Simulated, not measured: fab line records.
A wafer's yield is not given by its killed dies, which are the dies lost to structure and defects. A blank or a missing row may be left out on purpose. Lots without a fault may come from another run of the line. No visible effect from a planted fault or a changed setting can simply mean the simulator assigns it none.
Which of the tools did it? / flow nandHarc / Sampling: 13 lots, 36 wafers, 6 of 1302 route steps

WHAT EACH GAUGE READ, for each wafer
NHARC_A_ONON_D1_THK_MEAS_14: measures by ellipsometry. Usual: 1001 nm for thkNm, sd 10.
lot=L161; measured=day 8 06:10; on=filmMetro-01; thkNm (nm)=1011 1011 1011; flag=
lot=L164; measured=day 9 10:15; on=filmMetro-02; thkNm (nm)=998 998 1000; flag=
lot=L165; measured=day 10 03:27; on=filmMetro-02; thkNm (nm)=1023 1023 1024; flag=
lot=L166; measured=day 10 09:25; on=filmMetro-01; thkNm (nm)=998 999 999; flag=
lot=L167; measured=day 11 02:05; on=filmMetro-02; thkNm (nm)=1009 1011 1009; flag=
lot=L169; measured=day 11 07:37; on=filmMetro-01; thkNm (nm)=995 996 996; flag=
lot=L172; measured=day 12 16:10; on=filmMetro-01; thkNm (nm)=1004 1004 1004; flag=
lot=L175; measured=day 13 19:23; on=filmMetro-01; thkNm (nm)=640 985; flag=OFF
lot=L174; measured=day 13 23:07; on=filmMetro-02; thkNm (nm)=655 1003; flag=OFF
lot=L176; measured=day 14 18:46; on=filmMetro-01; thkNm (nm)=649 998; flag=OFF
lot=L181; measured=day 16 11:23; on=filmMetro-01; thkNm (nm)=1018 1021 1018; flag=
lot=L182; measured=day 17 00:50; on=filmMetro-01; thkNm (nm)=994 993 993; flag=
lot=L183; measured=day 17 12:24; on=filmMetro-01; thkNm (nm)=1002 1004 1002; flag=

NHARC_END_SORT_01. Usual: killedAtArray 53, standard deviation 19; killedAtOther 0.7, standard deviation 1.1; killedAtPeriphery 4.2, standard deviation 2.7; killedDies 58, standard deviation 18; killedOpen 3.1, standard deviation 1.9; killedShort 2.5, standard deviation 1.6.
lot=L165; measured=day 25 21:07; on=prober-02; killedAtArray=44 29 45; killedAtOther=1 1 2; killedAtPeriphery=2 7 3; killedDies=47 37 50; killedOpen=1 3 5; killedShort=2 2 5; flag=
lot=L166; measured=day 26 16:09; on=prober-01; killedAtArray=53 43 29; killedAtOther=0 0 1; killedAtPeriphery=8 2 3; killedDies=61 45 33; killedOpen=6 1 2; killedShort=4 3 1; flag=
lot=L167; measured=day 27 12:20; on=prober-01; killedAtArray=70 71 77; killedAtOther=0 0 0; killedAtPeriphery=3 6 1; killedDies=73 77 78; killedOpen=3 1 1; killedShort=3 5 4; flag=
lot=L169; measured=day 28 03:56; on=prober-01; killedAtArray=52 56 61; killedAtOther=0 0 0; killedAtPeriphery=4 3 4; killedDies=56 59 65; killedOpen=3 2 1; killedShort=4 1 2; flag=
lot=L176; measured=day 30 13:04; on=prober-01; killedAtArray=668 59; killedAtOther=2 1; killedAtPeriphery=7 7; killedDies=677 67; killedOpen=3 5; killedShort=1 1; flag=OFF

EACH LOT AND THE TOOL THAT RAN IT (in order: tool; ch and the chambers of the sampled wafers; start)
lot=L161; NHARC_P_BONDPAD_CMP_19=cmp-04 ch 0,2, day 7 03:51; NHARC_A_ZERO_WELL_DESCUM_12=rieDiel-12 ch 1,2,3, day 7 05:52; NHARC_A_ZERO_WELL_RTA_16=rtpAnneal-01 ch 0, day 7 06:59; NHARC_A_ONON_D1_DEP_12=pecvdOnon-01 ch 0, day 8 05:40
lot=L164; NHARC_P_BONDPAD_CMP_19=cmp-02 ch 0,1,2, day 8 07:43; NHARC_A_ZERO_WELL_DESCUM_12=rieDiel-04 ch 1,2,3, day 8 09:47; NHARC_A_ZERO_WELL_RTA_16=rtpAnneal-02 ch 0, day 8 10:54; NHARC_A_ONON_D1_DEP_12=pecvdOnon-02 ch 0, day 9 09:44
lot=L165; NHARC_P_BONDPAD_CMP_19=cmp-02 ch 1,3, day 9 01:51; NHARC_A_ZERO_WELL_DESCUM_12=rieDiel-01 ch 0,1,3, day 9 03:51; NHARC_A_ZERO_WELL_RTA_16=rtpAnneal-02 ch 0, day 9 05:00; NHARC_A_ONON_D1_DEP_12=pecvdOnon-01 ch 0, day 10 03:00
lot=L166; NHARC_P_BONDPAD_CMP_19=cmp-02 ch 1,2, day 9 04:35; NHARC_A_ZERO_WELL_DESCUM_12=rieDiel-12 ch 0,2,3, day 9 06:39; NHARC_A_ZERO_WELL_RTA_16=rtpAnneal-02 ch 0, day 9 07:44; NHARC_A_ONON_D1_DEP_12=pecvdOnon-04 ch 0, day 10 08:53
lot=L167; NHARC_P_BONDPAD_CMP_19=cmp-03 ch 0,1,2, day 9 22:31; NHARC_A_ZERO_WELL_DESCUM_12=rieDiel-01 ch 1,2,3, day 10 00:26; NHARC_A_ZERO_WELL_RTA_16=rtpAnneal-02 ch 0, day 10 01:31; NHARC_A_ONON_D1_DEP_12=pecvdOnon-02 ch 0, day 11 01:34
lot=L169; NHARC_P_BONDPAD_CMP_19=cmp-02 ch 1,2,3, day 10 05:30; NHARC_A_ZERO_WELL_DESCUM_12=rieDiel-12 ch 1,2,3, day 10 07:30; NHARC_A_ZERO_WELL_RTA_16=rtpAnneal-02 ch 0, day 10 08:36; NHARC_A_ONON_D1_DEP_12=pecvdOnon-02 ch 0, day 11 07:07
lot=L172; NHARC_P_BONDPAD_CMP_19=cmp-02 ch 1,2,3, day 11 13:38; NHARC_A_ZERO_WELL_DESCUM_12=rieDiel-12 ch 0,2,3, day 11 15:37; NHARC_A_ZERO_WELL_RTA_16=rtpAnneal-02 ch 0, day 11 16:47; NHARC_A_ONON_D1_DEP_12=pecvdOnon-04 ch 0, day 12 15:42
lot=L175; NHARC_P_BONDPAD_CMP_19=cmp-02 ch 1,2, day 12 18:16; NHARC_A_ZERO_WELL_DESCUM_12=rieDiel-04 ch 0,2, day 12 20:13; NHARC_A_ZERO_WELL_RTA_16=rtpAnneal-01 ch 0, day 12 21:22; NHARC_A_ONON_D1_DEP_12=pecvdOnon-01 ch 0, day 13 18:55
lot=L174; NHARC_P_BONDPAD_CMP_19=cmp-03 ch 2,3, day 12 20:14; NHARC_A_ZERO_WELL_DESCUM_12=rieDiel-04 ch 1,3, day 12 22:04; NHARC_A_ZERO_WELL_RTA_16=rtpAnneal-01 ch 0, day 12 23:10; NHARC_A_ONON_D1_DEP_12=pecvdOnon-01 ch 0, day 13 22:36
lot=L176; NHARC_P_BONDPAD_CMP_19=cmp-03 ch 0,1, day 13 15:09; NHARC_A_ZERO_WELL_DESCUM_12=rieDiel-12 ch 1, day 13 17:13; NHARC_A_ZERO_WELL_RTA_16=rtpAnneal-02 ch 0, day 13 18:21; NHARC_A_ONON_D1_DEP_12=pecvdOnon-01 ch 0, day 14 18:19
lot=L181; NHARC_P_BONDPAD_CMP_19=cmp-02 ch 1,2, day 15 09:45; NHARC_A_ZERO_WELL_DESCUM_12=rieDiel-12 ch 0,2,3, day 15 11:45; NHARC_A_ZERO_WELL_RTA_16=rtpAnneal-02 ch 0, day 15 12:53; NHARC_A_ONON_D1_DEP_12=pecvdOnon-04 ch 0, day 16 10:55
lot=L182; NHARC_P_BONDPAD_CMP_19=cmp-04 ch 0,1,2, day 15 19:20; NHARC_A_ZERO_WELL_DESCUM_12=rieDiel-01 ch 0,1,2, day 15 21:18; NHARC_A_ZERO_WELL_RTA_16=rtpAnneal-01 ch 0, day 15 22:26; NHARC_A_ONON_D1_DEP_12=pecvdOnon-04 ch 0, day 17 00:23
lot=L183; NHARC_P_BONDPAD_CMP_19=cmp-04 ch 0,2,3, day 16 07:16; NHARC_A_ZERO_WELL_DESCUM_12=rieDiel-12 ch 2,3, day 16 09:06; NHARC_A_ZERO_WELL_RTA_16=rtpAnneal-02 ch 0, day 16 10:17; NHARC_A_ONON_D1_DEP_12=pecvdOnon-01 ch 0, day 17 12:01
- NHARC_P_BONDPAD_CMP_19: polishes, t overpolish 30 s, cu recess touch 16 s, target thk 160.81 nm.
- NHARC_A_ZERO_WELL_DESCUM_12: chemistry O2, time 3 s.
- NHARC_A_ZERO_WELL_RTA_16: time 10 s.
- NHARC_A_ONON_D1_DEP_12: target thk 1000 nm.

AS READ BY THE TOOLS THEMSELVES (means over the sampled wafers that have a number; for cases with no such wafer, the mark the record gives instead)
NHARC_P_BONDPAD_CMP_19. Usual: motorCurrentA 12.5 A, standard deviation 1.4; overpolishRunS 29.999 s, standard deviation 0.0086; slurryFilterDpKPa 13.50 kPa, standard deviation 0.13.
lot=L161; tool=cmp-04; motorCurrentA (A)=10.4; overpolishRunS (s)=29.992; slurryFilterDpKPa (kPa)=13.41; flag=
lot=L164; tool=cmp-02; motorCurrentA (A)=12.4; overpolishRunS (s)=30.001; slurryFilterDpKPa (kPa)=13.43; flag=
lot=L165; tool=cmp-02; motorCurrentA (A)=12.1; overpolishRunS (s)=29.998; slurryFilterDpKPa (kPa)=13.49; flag=
lot=L166; tool=cmp-02; motorCurrentA (A)=12.9; overpolishRunS (s)=30.004; slurryFilterDpKPa (kPa)=13.45; flag=
lot=L167; tool=cmp-03; motorCurrentA (A)=12.9; overpolishRunS (s)=30.002; slurryFilterDpKPa (kPa)=13.47; flag=
lot=L169; tool=cmp-02; motorCurrentA (A)=12.1; overpolishRunS (s)=30.003; slurryFilterDpKPa (kPa)=13.46; flag=
lot=L172; tool=cmp-02; motorCurrentA (A)=12.5; overpolishRunS (s)=30.004; slurryFilterDpKPa (kPa)=13.66; flag=
lot=L175; tool=cmp-02; motorCurrentA (A)=12.6; overpolishRunS (s)=30.002; slurryFilterDpKPa (kPa)=13.57; flag=
lot=L174; tool=cmp-03; motorCurrentA (A)=13.3; overpolishRunS (s)=29.994; slurryFilterDpKPa (kPa)=13.50; flag=
lot=L176; tool=cmp-03; motorCurrentA (A)=12.3; overpolishRunS (s)=29.996; slurryFilterDpKPa (kPa)=13.34; flag=
lot=L181; tool=cmp-02; motorCurrentA (A)=13.0; overpolishRunS (s)=29.996; slurryFilterDpKPa (kPa)=13.62; flag=
lot=L182; tool=cmp-04; motorCurrentA (A)=12.7; overpolishRunS (s)=29.998; slurryFilterDpKPa (kPa)=13.52; flag=
lot=L183; tool=cmp-04; motorCurrentA (A)=11.4; overpolishRunS (s)=30.006; slurryFilterDpKPa (kPa)=13.58; flag=

NHARC_A_ZERO_WELL_DESCUM_12. Usual: drypumpMotorCurrentA 5.7 A, standard deviation 0.33; oesProductAu 0.998 a.u., standard deviation 0.0093; rfVppV 57.7 V, standard deviation 0.88; showerheadPlenumPTorr 1.88 Torr, standard deviation 0.067; throttleValvePct 11.310 %, standard deviation 0.009.
lot=L161; tool=rieDiel-12; drypumpMotorCurrentA (A)=5.7; oesProductAu (a.u.)=0.986; rfVppV (V)=57.9; showerheadPlenumPTorr (Torr)=1.88; throttleValvePct (%)=11.309; flag=
lot=L164; tool=rieDiel-04; drypumpMotorCurrentA (A)=5.8; oesProductAu (a.u.)=1.002; rfVppV (V)=57.3; showerheadPlenumPTorr (Torr)=1.83; throttleValvePct (%)=11.310; flag=
lot=L165; tool=rieDiel-01; drypumpMotorCurrentA (A)=5.7; oesProductAu (a.u.)=1.003; rfVppV (V)=58.1; showerheadPlenumPTorr (Torr)=1.91; throttleValvePct (%)=11.305; flag=
lot=L166; tool=rieDiel-12; drypumpMotorCurrentA (A)=5.6; oesProductAu (a.u.)=0.995; rfVppV (V)=57.8; showerheadPlenumPTorr (Torr)=1.87; throttleValvePct (%)=11.307; flag=
lot=L167; tool=rieDiel-01; drypumpMotorCurrentA (A)=5.8; oesProductAu (a.u.)=0.997; rfVppV (V)=58.4; showerheadPlenumPTorr (Torr)=1.90; throttleValvePct (%)=11.317; flag=
lot=L169; tool=rieDiel-12; drypumpMotorCurrentA (A)=5.7; oesProductAu (a.u.)=0.993; rfVppV (V)=58.2; showerheadPlenumPTorr (Torr)=1.88; throttleValvePct (%)=11.308; flag=
lot=L172; tool=rieDiel-12; drypumpMotorCurrentA (A)=5.6; oesProductAu (a.u.)=1.004; rfVppV (V)=57.6; showerheadPlenumPTorr (Torr)=1.87; throttleValvePct (%)=11.309; flag=
lot=L175; tool=rieDiel-04; drypumpMotorCurrentA (A)=6.2; oesProductAu (a.u.)=1.004; rfVppV (V)=59.3; showerheadPlenumPTorr (Torr)=1.91; throttleValvePct (%)=11.315; flag=
lot=L174; tool=rieDiel-04; drypumpMotorCurrentA (A)=5.8; oesProductAu (a.u.)=1.003; rfVppV (V)=56.6; showerheadPlenumPTorr (Torr)=1.84; throttleValvePct (%)=11.305; flag=
lot=L176; tool=rieDiel-12; drypumpMotorCurrentA (A)=5.7; oesProductAu (a.u.)=0.987; rfVppV (V)=56.9; showerheadPlenumPTorr (Torr)=1.88; throttleValvePct (%)=11.317; flag=
lot=L181; tool=rieDiel-12; drypumpMotorCurrentA (A)=5.6; oesProductAu (a.u.)=1.002; rfVppV (V)=57.9; showerheadPlenumPTorr (Torr)=1.86; throttleValvePct (%)=11.316; flag=
lot=L182; tool=rieDiel-01; drypumpMotorCurrentA (A)=6.0; oesProductAu (a.u.)=1.007; rfVppV (V)=58.1; showerheadPlenumPTorr (Torr)=1.92; throttleValvePct (%)=11.304; flag=
lot=L183; tool=rieDiel-12; drypumpMotorCurrentA (A)=5.7; oesProductAu (a.u.)=1.006; rfVppV (V)=56.9; showerheadPlenumPTorr (Torr)=1.90; throttleValvePct (%)=11.315; flag=

NHARC_A_ZERO_WELL_RTA_16. Usual: annealTempCMax 1004.5, standard deviation 1.6; lampPowerPct 29.0 %, standard deviation 2.4; lamp_zone_6_pct 28.9 %, standard deviation 2.4; wafer_temp_C_max 1005.2, standard deviation 1.2.
lot=L161; tool=rtpAnneal-01; annealTempCMax=1006.9; lampPowerPct (%)=26.4; lamp_zone_6_pct (%)=26.4; wafer_temp_C_max=1005.7; flag=
lot=L164; tool=rtpAnneal-02; annealTempCMax=1002.5; lampPowerPct (%)=31.1; lamp_zone_6_pct (%)=31.1; wafer_temp_C_max=1004.8; flag=
lot=L165; tool=rtpAnneal-02; annealTempCMax=1003.2; lampPowerPct (%)=31.2; lamp_zone_6_pct (%)=31.1; wafer_temp_C_max=1004.5; flag=
lot=L166; tool=rtpAnneal-02; annealTempCMax=1002.7; lampPowerPct (%)=31.2; lamp_zone_6_pct (%)=31.1; wafer_temp_C_max=1005.3; flag=
lot=L167; tool=rtpAnneal-02; annealTempCMax=1003.3; lampPowerPct (%)=31.1; lamp_zone_6_pct (%)=31.1; wafer_temp_C_max=1005.0; flag=
lot=L169; tool=rtpAnneal-02; annealTempCMax=1003.6; lampPowerPct (%)=31.1; lamp_zone_6_pct (%)=31.1; wafer_temp_C_max=1004.4; flag=
lot=L172; tool=rtpAnneal-02; annealTempCMax=1002.8; lampPowerPct (%)=31.2; lamp_zone_6_pct (%)=31.1; wafer_temp_C_max=1004.2; flag=
lot=L175; tool=rtpAnneal-01; annealTempCMax=1006.5; lampPowerPct (%)=26.4; lamp_zone_6_pct (%)=26.4; wafer_temp_C_max=1004.5; flag=
lot=L174; tool=rtpAnneal-01; annealTempCMax=1006.0; lampPowerPct (%)=26.5; lamp_zone_6_pct (%)=26.4; wafer_temp_C_max=1005.1; flag=
lot=L176; tool=rtpAnneal-02; annealTempCMax=1003.5; lampPowerPct (%)=31.1; lamp_zone_6_pct (%)=31.1; wafer_temp_C_max=1005.2; flag=
lot=L181; tool=rtpAnneal-02; annealTempCMax=1003.7; lampPowerPct (%)=31.1; lamp_zone_6_pct (%)=31.1; wafer_temp_C_max=1005.0; flag=
lot=L182; tool=rtpAnneal-01; annealTempCMax=1005.9; lampPowerPct (%)=26.4; lamp_zone_6_pct (%)=26.4; wafer_temp_C_max=1005.0; flag=
lot=L183; tool=rtpAnneal-02; annealTempCMax=1003.7; lampPowerPct (%)=31.2; lamp_zone_6_pct (%)=31.1; wafer_temp_C_max=1004.2; flag=

THE ANSWER, worked out from the rows above alone
Rule: lot off if the mean of its wafers having a number is beyond 3 standard deviations from the usual mean. A lot without any number at a reading at which 4 lots or more have one is off too. All remaining lots with rows at the step are treated as sound. Order of review: gauges by route order, followed by the tools' own readings, for which a lot's mean as printed above is used. The first step at which some lot is off is used, and at that step the reading that is off furthest; a lot without a number counts as furthest.
Off, at NHARC_A_ONON_D1_THK_MEAS_14 on thkNm: L175, L174, L176.
If a tool, at a process step before that reading, ran all the lots that are off and no sound lot after the first of them, it fits. Gauges at NHARC_A_ONON_D1_THK_MEAS_14: tried the same way as those tools. No candidate that was tried fits.

WHAT THE SIMULATOR HAD PUT IN
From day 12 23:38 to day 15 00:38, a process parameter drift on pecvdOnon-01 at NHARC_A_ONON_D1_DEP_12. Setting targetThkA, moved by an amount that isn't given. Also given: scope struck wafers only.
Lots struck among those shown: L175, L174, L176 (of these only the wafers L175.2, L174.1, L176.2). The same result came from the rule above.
